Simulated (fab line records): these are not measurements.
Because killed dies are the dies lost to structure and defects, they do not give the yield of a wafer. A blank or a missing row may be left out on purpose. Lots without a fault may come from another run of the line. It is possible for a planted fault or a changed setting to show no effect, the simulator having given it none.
Chamber matching ; flow nand_harc ; NHARC_A_M0_DESCUM_14 on rie_diel-05 has 4 sister chambers
The step chemistry O2, time 3 s. 8 wafers are shown with their chamber, then 10 later ones without.

## WAFERS, EACH WITH ITS CHAMBER
wafer;chamber;oes_product_au (a.u.);rf_vpp_V (V)
L214.4;1;1.000;56.7
L218.2;3;0.991;56.9
L218.4;0;0.996;56.0
L222.1;2;1.013;58.7
L222.4;1;0.995;56.2
L222.6;0;0.998;58.7
L230.3;3;1.004;57.6
L230.4;2;1.026;58.0

## WAFERS WHOSE CHAMBER IS MISSING
wafer;oes_product_au (a.u.);rf_vpp_V (V)
L230.6;1.020;58.9
L227.3;1.024;58.3
L227.4;1.012;56.5
L227.5;0.999;58.7
L233.1;0.990;58.6
L233.4;1.016;57.4
L233.6;1.010;57.8
L232.3;1.017;58.0
L232.4;1.008;57.3
L232.6;1.018;58.1

## CHAMBER TAKEN BY EACH
wafer;from the rows above;in truth
L230.6;2;2
L227.3;2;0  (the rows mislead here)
L227.4;can't be placed: 2 or 1 or 3 or 0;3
L227.5;can't be placed: 0 or 3 or 1 or 2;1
L233.1;can't be placed: 0 or 3 or 1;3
L233.4;can't be placed: 2 or 3 or 0 or 1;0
L233.6;can't be placed: 2 or 3 or 0 or 1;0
L232.3;2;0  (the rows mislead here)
L232.4;can't be placed: 3 or 0 or 1 or 2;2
L232.6;2;2
Correctly placed: 2 of 10. Not placeable from these rows: 6 (in 6, the candidates include the true chamber). Wrongly placed: 2.
How it was worked out, from the rows above alone: a wafer's distance from a chamber is the root of the sum, over the readings, of the square of ((its reading less the chamber's mean) divided by the reading's scatter). If the next closest chamber is less than 2 further off than the closest, the wafer can't be placed; otherwise it belongs to the closest. For every chamber, the mean is computed from those of its wafers that are shown. The scatter: take each reading less its chamber's mean, square it, sum over the shown wafers, divide by the number of wafers less the number of chambers, and take the root.
